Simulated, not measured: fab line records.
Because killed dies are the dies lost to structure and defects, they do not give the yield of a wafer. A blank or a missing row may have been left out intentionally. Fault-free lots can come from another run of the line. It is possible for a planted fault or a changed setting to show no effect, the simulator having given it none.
fab line records + flow n5_finfet
record
- lots=4
- wafers=12
- last_day=18
route steps=1938 shown BEOL_M0_SAQP@663 BEOL_M0_CUTY@701 BEOL_M4@1111 PASSIVATION@1936
lots that met no fault: from a run of the same line without faults
start_h: start of the lot's first displayed wafer, in hours after the record's first day + wait_h: hours since the lot's step before + " identical to the entry in the row above + L1.1+2: one row covering several wafers at once + - no value, or no start was given + * or withheld: withheld + < > ~ a bound
route shown NAME@n: a module of which the file shows steps, and the number in the route of the first + usual: average and standard deviation across the fault-free wafers + same: alike in all rows + chamber/n: place in a boat + sites: per-site readings + _std_site: standard deviation of those values + _edge_site: outer sites' mean less inner sites' + radius_mm: for every site, how far away it sits from the centre of the wafer + mask NAME#n: copy n + behind: the tool/chamber that last shaped the wafer + hold: why the lot went on hold/how many hours it stayed there/how the hold came to an end + device: which transistor (n, p or np) failed to switch + end of line: the same wafers' tests at the end of the route + a step with no rows: only its recipe + killed: dies lost to structure and defects at the first sort, not the wafer's yield + map: a wafer's dies, marking killed ones x, the rest . and places with no die _
set.NAME: the setting as run; set.NAME@STEP: as run at that earlier step + model.NAME: the simulator's own value behind a step, which no gauge read
lots at some steps of the route; a table a step, a row a wafer
services: when a tool's chamber went out of use (start_h, in hours from the record's first day, below 0 if earlier), for how many hours, and the reason
## steps
# step N5_BEOL_M0_SAQP_SPACER1_ALD_98
# recipe
- material=SiO2
- target_thk_a=128
- temp_c=300
- ald_precursor_family=BDEAS
- ald_co_reactant=O2-plasma
- pulse_time_s=1
- purge_time_s=2
- co_reactant_purge_time_s=2
- ald_cycles=138
- pressure_torr=2
# step N5_BEOL_M0_SAQP_SPACER1_ETCHBACK_99
# recipe
- chemistry=CHF3/O2
- mode=anisotropic_etchback
- target=SiO2
- target_depth_a=154
- time_s=7.7
- pressure_mtorr=30
- source_w=650
- bias_w=170
- Ar_flow_sccm=200
- CHF3_flow_sccm=50
- O2_flow_sccm=5
- ion_energy_ev=200
# step N5_BEOL_M0_SAQP_MANDREL1_REMOVE_100
# recipe
- chemistry=HBr/Cl2/O2
- bt_time_s=10
- target=a-Si
- stop_on=SiNx
- endpoint=OES-SiCl
- over_etch_frac=0.85
- icp_w=600
- bias_w=30
- HBr_flow_sccm=150
- Cl2_flow_sccm=80
- O2_flow_sccm=5
- pressure_mtorr=10
# step N5_BEOL_M0_SAQP_ETCH_101
# recipe
- chemistry=CH3F/O2
- target=SiNx
- mask_material=SiO2
- target_depth_a=299
- time_s=42.7
- pressure_mtorr=30
- source_w=395
- bias_w=73
- Ar_flow_sccm=150
- CH3F_flow_sccm=30
- O2_flow_sccm=20
- ion_energy_ev=120
# step N5_BEOL_M0_SAQP_ETCH_102
# recipe
- chemistry=CF4
- target=SiO2
- target_depth_a=40
- ion_energy_ev=350
- time_s=4.4
- pressure_mtorr=10
- icp_w=800
- bias_w=400
- cf4_flow_sccm=80
# step N5_BEOL_M0_SAQP_MANDREL_ETCH_103
# recipe
- chemistry=HBr/Cl2
- target=a-Si
- target_depth_a=450
- bt_time_s=10
- stop_on=SiCN
- mask_material=SiO2
- over_etch_frac=0.8
- time_s=27
- pressure_mtorr=10
- icp_w=800
- bias_w=75
- HBr_flow_sccm=150
- Cl2_flow_sccm=80
- ends=end_point
# step N5_BEOL_M0_SAQP_RECESS_104
# recipe
- chemistry=HF/NH3
- target=SiO2
- target_depth_a=180
- afs_cycles=3
- temp_c=30
- sublimation_temp_c=180
- sublimation_time_s=60
# step N5_BEOL_M0_SAQP_COAT_105
# recipe
- resist=SOC
- temp_c=250
- time_s=60
- spin_rpm=1500
- resist_thk_nm=100
# step N5_BEOL_M0_SAQP_ETCH_106
# recipe
- chemistry=N2/H2
- target=SOC
- target_depth_a=1500
- stop_on=SiNx
- ion_energy_ev=100
- bias_w=61
- pressure_mtorr=30
- source_w=850
- n2_flow_sccm=200
- h2_flow_sccm=200
# step N5_BEOL_M0_SAQP_ETCH_107
# recipe
- chemistry=CH3F/O2
- target=SiNx
- target_depth_a=300
- mask_material=SOC
- pressure_mtorr=30
- source_w=395
- bias_w=73
- Ar_flow_sccm=150
- CH3F_flow_sccm=30
- O2_flow_sccm=20
- ion_energy_ev=120
# step N5_BEOL_M0_SAQP_STRIP_108
# recipe
- chemistry=N2/H2
- power_w=500
- temp_c=40
- pressure_mtorr=50
- rf_frequency_hz=6e+07
- overash_fraction=0.3
- bias_power_w=28
- h2_frac=0.5
- n2_flow_sccm=300
- h2_flow_sccm=300
# step N5_BEOL_M0_SAQP_RECESS_109
# recipe
- chemistry=HF/NH3
- target=SiO2
- target_depth_a=30
- afs_cycles=1
- temp_c=30
- sublimation_temp_c=180
- sublimation_time_s=60
# usual
- drypump_motor_current_A=5.5/0.5
| lot.wafer | tool          | chamber | start_h | wait_h | drypump_motor_current_A |
|-----------|---------------|---------|---------|--------|-------------------------|
| L917.2    | vapor_etch-01 | 0       | 151.35  | 0.0    | 6.3                     |
| L917.4    | "             | 0       | "       | "      | 6.3                     |
| L917.5    | "             | 1       | "       | "      | 5.2                     |
| L929.1    | vapor_etch-01 | 0       | 227.65  | 0.4    | 6.3                     |
| L929.2    | "             | 1       | "       | "      | 5.2                     |
| L929.5    | "             | 0       | "       | "      | 6.3                     |
| L930.1    | vapor_etch-01 | 1       | 234.36  | 0.0    | 5.2                     |
| L930.2    | "             | 0       | "       | "      | 6.3                     |
| L930.6    | "             | 0       | "       | "      | 6.3                     |
| L932.1    | vapor_etch-02 | 1       | 243.04  | 0.0    | 5.5                     |
| L932.5    | "             | 1       | "       | "      | 5.5                     |
| L932.6    | "             | 0       | "       | "      | 5.0                     |
# step N5_BEOL_M0_SAQP_SPACER2_ALD_26
# recipe
- material=SiO2
- target_thk_a=150
- temp_c=300
- ald_precursor_family=BDEAS
- ald_co_reactant=O2-plasma
- pulse_time_s=1
- purge_time_s=2
- co_reactant_purge_time_s=2
- pressure_torr=2
# step N5_BEOL_M0_SAQP_SPACER2_ETCHBACK_27
# recipe
- chemistry=CHF3/O2
- mode=anisotropic_etchback
- target=SiO2
- target_depth_a=225
- time_s=11.25
- pressure_mtorr=30
- source_w=650
- bias_w=170
- Ar_flow_sccm=200
- CHF3_flow_sccm=50
- O2_flow_sccm=5
- ion_energy_ev=200
# step N5_BEOL_M0_SAQP_MANDREL2_REMOVE_110
# recipe
- chemistry=HBr/Cl2/O2
- bt_time_s=10
- target=a-Si
- stop_on=SiCN
- endpoint=OES-SiCl
- over_etch_frac=1
- icp_w=600
- bias_w=30
- HBr_flow_sccm=150
- Cl2_flow_sccm=80
- O2_flow_sccm=5
- pressure_mtorr=10
# step N5_BEOL_M0_SAQP_COAT_69
# recipe
- resist=SOC
- temp_c=250
- time_s=60
- spin_rpm=1500
- resist_thk_nm=90
# step N5_BEOL_M0_SAQP_COAT_72
# recipe
- resist=SiARC
- temp_c=220
- time_s=60
- spin_rpm=1500
- resist_thk_nm=15
# step N5_BEOL_M0_SAQP_COAT_87
# recipe
- resist=underlayer
- temp_c=205
- time_s=60
- spin_rpm=1500
- resist_thk_nm=5
# step N5_BEOL_M0_SAQP_COAT_34
# recipe
- resist=CAR-EUV
- spin_rpm=1500
- resist_thk_nm=30
# step N5_BEOL_M0_SAQP_EBR_36
# recipe
- solvent=PGMEA
- ebr_width_mm=1.5
# step N5_BEOL_M0_SAQP_SOFTBAKE_35
# recipe
- temp_c=110
- time_s=60
- resist=CAR-EUV
# step N5_BEOL_M0_SAQP_EXPOSE_37
# recipe
- mask_id=M0_CUT1
- na=0.33
- source_shape=annular
- sigma_inner=0.35
- sigma_outer=0.8
- polarization=unpolarized
- target_cd_nm=30
- dose_mj=44.75
# step N5_BEOL_M0_SAQP_PEB_38
# recipe
- peb_temp_c=100
- peb_time_s=60
- resist=CAR-EUV
# step N5_BEOL_M0_SAQP_DEVELOP_39
# recipe
- develop_time_s=30
- developer=TMAH
- resist=CAR-EUV
- rinse_liquid=surfactant_rinse
- dry=air_spin
- dev_temp_c=23
# step N5_BEOL_M0_SAQP_INSPECT_42
# recipe
- mode=adi
- inspect_instrument=brightfield
# usual
- raw_defect_count=282/78
| lot.wafer | tool              | chamber | start_h | wait_h | raw_defect_count |
|-----------|-------------------|---------|---------|--------|------------------|
| L917.2    | defect_inspect-01 | -       | 153.39  | 0.0    | 219              |
| L917.4    | "                 | -       | "       | "      | 359              |
| L917.5    | "                 | -       | "       | "      | 314              |
| L929.1    | defect_inspect-02 | -       | 228.97  | 0.1    | 623              |
| L929.2    | "                 | -       | "       | "      | 328              |
| L929.5    | "                 | -       | "       | "      | 642              |
| L930.1    | defect_inspect-02 | -       | 235.92  | 0.1    | 122              |
| L930.2    | "                 | -       | "       | "      | 594              |
| L930.6    | "                 | -       | "       | "      | 619              |
| L932.1    | defect_inspect-02 | -       | 244.45  | 0.1    | 276              |
| L932.5    | "                 | -       | "       | "      | 189              |
| L932.6    | "                 | -       | "       | "      | 215              |
# step N5_BEOL_M0_SAQP_DESCUM_45
# recipe
- chemistry=O2
- time_s=7
- source_power_w=50
- bias_power_w=20
- pressure_mtorr=20
- rf_frequency_hz=2.712e+07
- temp_c=40
- resist=CAR-EUV
- o2_flow_sccm=225
# step N5_BEOL_M0_SAQP_ETCH_88
# recipe
- chemistry=N2/H2
- target=underlayer
- target_depth_a=65
- time_s=5.2
- ion_energy_ev=200
- mask_material=CAR-EUV
- pressure_mtorr=30
- source_w=840
- bias_w=150
- n2_flow_sccm=200
- h2_flow_sccm=200
- ends=cleared
# step N5_BEOL_M0_SAQP_ETCH_73
# recipe
- chemistry=CF4
- target=SiARC
- target_depth_a=195
- mask_material=CAR-EUV
- time_s=32.5
- ion_energy_ev=80
- pressure_mtorr=40
- source_w=545
- bias_w=36
- Ar_flow_sccm=100
- cf4_flow_sccm=100
- ends=cleared
# step N5_BEOL_M0_SAQP_CUT_ETCH_46
# recipe
- chemistry=N2/H2
- target=SOC
- target_depth_a=1350
- overetch_a=270
- temp_c=40
- time_s=202.5
- ion_energy_ev=200
- mask_material=SiARC
- pressure_mtorr=30
- source_w=840
- bias_w=150
- n2_flow_sccm=200
- h2_flow_sccm=200
# step N5_BEOL_M0_SAQP_STRIP_74
# recipe
- chemistry=N2/H2
- temp_c=40
- n2_flow_sccm=200
- h2_flow_sccm=200
- rf_frequency_hz=6e+07
# step N5_BEOL_M0_SAQP_STRIP_89
# recipe
- chemistry=N2/H2
- temp_c=40
- n2_flow_sccm=200
- h2_flow_sccm=200
- rf_frequency_hz=6e+07
# step N5_BEOL_M0_SAQP_ALD_48
# recipe
- material=SiO2
- target_thk_a=200
- temp_c=100
- ald_precursor_family=BDEAS
- ald_co_reactant=O2-plasma
- pulse_time_s=1
- co_reactant_pulse_time_s=1
- purge_time_s=2
- co_reactant_purge_time_s=2
- ald_cycles=139
- pressure_torr=2
# step N5_BEOL_M0_SAQP_ETCH_49
# recipe
- chemistry=CF4/O2
- target_depth_a=370
- target=SiO2
- pressure_mtorr=40
- source_w=535
- bias_w=49
- Ar_flow_sccm=100
- cf4_flow_sccm=100
- O2_flow_sccm=10
- ion_energy_ev=100
# step N5_BEOL_M0_SAQP_STRIP_75
# recipe
- chemistry=CF4
- resist=SiARC
- power_w=300
- bias_power_w=75
- pressure_mtorr=50
- cf4_flow_sccm=150
- rf_frequency_hz=6e+07
# step N5_BEOL_M0_CUTY_COAT_50
# recipe
- resist=SiARC
- temp_c=220
- time_s=60
- spin_rpm=1500
- resist_thk_nm=15
# step N5_BEOL_M0_CUTY_COAT_51
# recipe
- resist=CAR-ArF-block
- spin_rpm=1500
- resist_thk_nm=150
# step N5_BEOL_M0_CUTY_EBR_52
# recipe
- solvent=PGMEA
- ebr_width_mm=1.5
# step N5_BEOL_M0_CUTY_SOFTBAKE_53
# recipe
- temp_c=110
- time_s=60
- resist=CAR-ArF-block
# step N5_BEOL_M0_CUTY_INSPECT_59
# recipe
- mode=adi
- inspect_instrument=macro
# usual
- raw_defect_count=2.1/1.3
| lot.wafer | tool              | chamber | start_h | wait_h | raw_defect_count |
|-----------|-------------------|---------|---------|--------|------------------|
| L917.2    | defect_inspect-02 | -       | 154.78  | 0.0    | 0                |
| L917.4    | "                 | -       | "       | "      | 0                |
| L917.5    | "                 | -       | "       | "      | 2                |
| L929.1    | defect_inspect-01 | -       | 230.42  | 0.0    | >300             |
| L929.2    | "                 | -       | "       | "      | 4                |
| L929.5    | "                 | -       | "       | "      | >300             |
| L930.1    | defect_inspect-01 | -       | 237.33  | 0.0    | 1                |
| L930.2    | "                 | -       | "       | "      | >300             |
| L930.6    | "                 | -       | "       | "      | >300             |
| L932.1    | defect_inspect-01 | -       | 245.71  | 0.0    | 2                |
| L932.5    | "                 | -       | "       | "      | 1                |
| L932.6    | "                 | -       | "       | "      | 2                |
# step N5_BEOL_M4_RC_MEAS_101
# usual
- DIBL_N=37.5/2.5
- DIBL_P=38/3.1
- IOFF_N=0.19/0.059
- IOFF_P=0.24/0.061
- ION_N=679/16
- ION_P=465/9.8
- SS_N=72.0/0.8
- SS_P=73.7/0.86
- VT_N=248/4.5
- VT_P=-249/3.5
| lot.wafer | tool      | chamber | start_h | wait_h | DIBL_N[mV/V] | DIBL_P[mV/V] | IOFF_N[nA/um] | IOFF_P[nA/um] | ION_N[uA/um] | ION_P[uA/um] | SS_N[mV/dec] | SS_P[mV/dec] | VT_N[mV] | VT_P[mV] |
|-----------|-----------|---------|---------|--------|--------------|--------------|---------------|---------------|--------------|--------------|--------------|--------------|----------|----------|
| L917.2    | prober-02 | 0       | 221.82  | 0.2    | 36.5         | 38           | 0.18          | 0.23          | 688          | 464          | 71.6         | 73.3         | 248      | -251     |
| L917.4    | "         | 0       | "       | "      | 32.1         | 32           | 0.10          | 0.15          | 636          | 444          | 70.5         | 72.4         | 257      | -254     |
| L917.5    | "         | 0       | "       | "      | 35.6         | 36           | 0.17          | 0.20          | 677          | 459          | 72.0         | 73.3         | 245      | -253     |
| L929.1    | prober-02 | 0       | 287.84  | 0.0    | 35.9         | 35           | 0.16          | 0.20          | 680          | 467          | 71.3         | 72.4         | 251      | -252     |
| L929.2    | "         | 0       | "       | "      | 39.5         | 39           | 0.25          | 0.27          | 697          | 469          | 72.4         | 74.1         | 241      | -250     |
| L929.5    | "         | 0       | "       | "      | 37.6         | 37           | 0.19          | 0.24          | 690          | 466          | 71.6         | 73.2         | 246      | -247     |
| L930.1    | prober-02 | 0       | 310.35  | 0.0    | 36.5         | 34           | 0.15          | 0.19          | 672          | 461          | 71.7         | 72.9         | 251      | -251     |
| L930.2    | "         | 0       | "       | "      | 43.6         | 43           | 0.33          | 0.36          | 698          | 479          | 73.5         | 75.8         | 240      | -243     |
| L930.6    | "         | 0       | "       | "      | 39.7         | 38           | 0.20          | 0.24          | 671          | 458          | 72.5         | 73.3         | 247      | -248     |
| L932.1    | prober-02 | 0       | 311.96  | 0.0    | 37.4         | 39           | 0.18          | 0.22          | 683          | 461          | 72.1         | 73.8         | 248      | -250     |
| L932.5    | "         | 0       | "       | "      | 33.9         | 35           | 0.13          | 0.18          | 666          | 458          | 71.2         | 73.1         | 251      | -252     |
| L932.6    | "         | 0       | "       | "      | 38.7         | 41           | 0.22          | 0.27          | 686          | 469          | 72.9         | 74.3         | 249      | -248     |
# step N5_PASSIVATION_PROBE_49
# usual
- defect_limited_yield=91.0/1.4
- killed_at_M0_to_M3=35/10
- killed_at_M4_up=14/5.5
- killed_at_contacts=13/5.6
- killed_at_front_end=41/11
- killed_at_other=4/3.4
- killed_dies=106/16
- killed_on_rim=13/4
- killed_open=68/12
- killed_short=35/7.3
- sort_bin_4_leakage=0.3/2.1
- sort_bin_5_function=5.3/0.89
- sort_bin_6_memory=3.4/0.67
- sort_bin_8_speed=0.01/0.11
- sort_n_pass=1070/28
- sort_yield_pct=90.7/2.4
# same
- gross_dies=1180
- killed_at_back_side=0
| lot.wafer | tool      | chamber | start_h | wait_h | defect_limited_yield[%] | killed_at_M0_to_M3 | killed_at_M4_up | killed_at_contacts | killed_at_front_end | killed_at_other | killed_dies | killed_on_rim | killed_open | killed_short | sort_bin_4_leakage[%] | sort_bin_5_function[%] | sort_bin_6_memory[%] | sort_bin_8_speed[%] | sort_n_pass | sort_yield_pct[%] |
|-----------|-----------|---------|---------|--------|-------------------------|--------------------|-----------------|--------------------|---------------------|-----------------|-------------|---------------|-------------|--------------|-----------------------|------------------------|----------------------|---------------------|-------------|-------------------|
| L917.5    | prober-01 | -       | 320.15  | 0.2    | 92.3                    | 43                 | 6               | 9                  | 26                  | 7               | 91          | 10            | 54          | 32           | 0                     | 4.3                    | 3.1                  | 0                   | 1089        | 92.3              |
| L929.1    | prober-02 | -       | 403.02  | 0.0    | 85.0                    | 121                | 8               | 8                  | 37                  | 3               | 177         | 25            | 50          | 30           | 0                     | 9.4                    | 3.9                  | 0                   | 1003        | 85.0              |
| L929.5    | prober-02 | -       | 403.22  | 0.2    | 83.3                    | 139                | 14              | 5                  | 35                  | 4               | 197         | 30            | 55          | 36           | 0                     | 11.6                   | 3.6                  | 0                   | 983         | 83.3              |
| L930.1    | prober-02 | -       | 411.44  | 0.0    | 91.9                    | 28                 | 20              | 11                 | 34                  | 3               | 96          | 8             | 62          | 31           | 0                     | 4.7                    | 3.0                  | 0                   | 1084        | 91.9              |
| L930.2    | prober-02 | -       | 411.49  | 0.1    | 81.8                    | 137                | 15              | 17                 | 44                  | 2               | 215         | 30            | 83          | 32           | 1.4                   | 12.3                   | 4.5                  | 0                   | 949         | 80.4              |
| L930.6    | prober-02 | -       | 411.69  | 0.3    | 81.6                    | 135                | 23              | 16                 | 42                  | 1               | 217         | 30            | 76          | 34           | 0                     | 11.1                   | 4.6                  | 0                   | 963         | 81.6              |
# killed by level:class
L917.5 BEOL_M0_SAQP:geometric_particle:open=12 BEOL_M0_SAQP:geometric_particle:short=10 MOL_CONTACT_COAG:geometric_particle:open=7 BEOL_M0:geometric_particle:open=6 FIN_SAQP:geometric_particle:short=5 PASS1_CAP:geometric_particle:short=5 BEOL_M1:geometric_particle:open=5 BEOL_M3:geometric_particle:open=5
L929.1 BEOL_M0_SAQP:unspecified=95 FIN_SAQP:geometric_particle:short=13 FIN_SAQP:geometric_particle:open=7 GATE_CUT:geometric_particle:open=6 MOL_CONTACT_COAG:geometric_particle:open=6 BEOL_M0_SAQP:geometric_particle:short=5 BEOL_M2:geometric_particle:open=5 BEOL_M4:geometric_particle:open=4
L929.5 BEOL_M0_SAQP:unspecified=103 BEOL_M2:geometric_particle:open=12 FIN_SAQP:geometric_particle:short=8 BEOL_M0_SAQP:geometric_particle:short=7 BEOL_M4:geometric_particle:open=7 STI_FIN_REVEAL:geometric_particle:open=6 BEOL_M3:geometric_particle:open=5 FIN_SAQP:geometric_particle:open=4
L930.1 BEOL_M3:geometric_particle:open=15 BEOL_M4:geometric_particle:open=13 STI_FIN_REVEAL:geometric_particle:open=10 MOL_CONTACT_COAG:geometric_particle:open=7 FIN_SAQP:geometric_particle:short=4 GATE_CUT:geometric_particle:short=4 MOL_CONTACT_COAG:geometric_particle:short=4 FIN_SAQP:geometric_particle:open=3
L930.2 BEOL_M0_SAQP:unspecified=96 BEOL_M2:geometric_particle:open=14 MOL_CONTACT_COAG:geometric_particle:open=13 BEOL_M3:geometric_particle:open=12 FIN_SAQP:geometric_particle:short=10 GATE_CUT:geometric_particle:short=8 FIN_SAQP:geometric_particle:open=7 BEOL_M1:geometric_particle:open=6
L930.6 BEOL_M0_SAQP:unspecified=99 MOL_CONTACT_COAG:geometric_particle:open=12 STI_FIN_REVEAL:geometric_particle:open=10 BEOL_M4:geometric_particle:open=10 BEOL_M3:geometric_particle:open=10 FIN_SAQP:geometric_particle:open=8 FIN_SAQP:geometric_particle:short=7 BEOL_M0_SAQP:geometric_particle:open=6
# map L929.5 (x killed, . not)
_________________............________________
______________.x...............x_____________
___________...x.............x......__________
__________.x........x.........x...x._________
________..x..................x........_______
_______..x............xx....x..........______
______..x.........x....................._____
_____x...x..................x.......x....____
____............x.x..........x..x.........___
___....x.................x.................__
___.......xx.....x......x.........x........__
__..x...............x..x..x............xx..._
__....x....................................._
_....................x......x...x.x..........
_..........x..x.....x.....................x..
_..........x.................................
_..........................x....x............
_.....x......................................
_..x.x..x......x..........x.......x..x......x
_...........x.........x..x................x..
_......................................x.....
__x............x.x.............xx..x........_
__....x......x..x.........x...xxxx.......x.._
___...............x...x....x.xx..xxxx......__
___........x.............xx.xxxxxxxx.xx....__
____......................x.xxxxxxxx.xx...___
_____.....x..xx............xxxxxxxxxxxxx.____
______...................xxxxxxxxxxxxxxx_____
_______....x..............xxxxxxxxxxxxx______
________.........x......xx.xxxxxxxxxxx_______
__________.......xx..x.....xx.xxxxxx_________
___________...............xxx.xx.xx__________
______________............x.x.xx_____________
_________________.x.....xxx.x________________
# map L930.6 (x killed, . not)
_________________.......xx...________________
______________...x.x....x....x.._____________
___________........x...............__________
__________........x...x..x.xxx......_________
________....x.....x........x.........._______
_______.....x...............x..........______
______............x.........x.........x._____
_____.x...........x.........x........x...____
____...........x....................x.....___
___.......x........x.......xx....x.........__
___..........x..........x..........x.......__
__.x......xx....x..................x.x.x...._
__x....x..x..........x.....x........x.x....._
_......x..x...............xx......x..........
_.......x.x.............x.x...x.....x......x.
_.....x..x.............x...........x..x...x.x
_......x......x.x.....x.x..x.........x....x..
_...x.....x..................................
_........................x......x...x...x....
_.........x....................x..x..........
_x............x..............xx..............
__...........xx..x....x.....xx..xxx........._
__...........x.............x..xxx..........._
___.x........................xxxxx.x.......__
___............x......xx...xx.xx.xxxxxx.x..__
____.....................x...xxxxxxxxx.x..___
_____x.....x.............x.xxxxxxxxxxxxx.____
______x...x......x.....x..xxxxxxxxxxxxxx_____
_______.........x.x....x..xxxxxxxxxxxx.______
________.................xxxxxxxxxxxxx_______
__________.x..............x.xxxxxxxx_________
___________..x...............xxxxxx__________
______________...............x.x_____________
_________________....x.......________________
## services
| tool          | chamber | start_h | hours | kind   |
|---------------|---------|---------|-------|--------|
| vapor_etch-01 | -       | 162.02  | 0.9   | repair |
## key
first_sign
- step=N5_BEOL_M0_SAQP_INSPECT_42
- reading=raw_defect_count
- direction=up
- sigmas=4.3
- usual=282
- struck=620
effect
- step=N5_BEOL_M0_CUTY_INSPECT_59
- reading=raw_defect_count
- direction=up
- sigmas=99+
- usual=2.1
- struck=>300
effect
- step=N5_PASSIVATION_PROBE_49
- reading=killed_at_M0_to_M3
- direction=up
- sigmas=9.8
- usual=35
- struck=133
more_kills_born_at
- N5_BEOL_M0_SAQP_RECESS_109@vapor_etch-01=393
met_at N5_BEOL_M0_SAQP_RECESS_109
struck_wafers L929.1,L929.5,L930.2,L930.6
onset_between 151.35 227.65
fault
- kind=chamber_particle_source
- tool=vapor_etch-01
- chamber=0
- onset_h=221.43
- steps=N5_BEOL_M0_SAQP_RECESS_109
- rate_per_visit_cm2=0.66479
- end_h=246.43
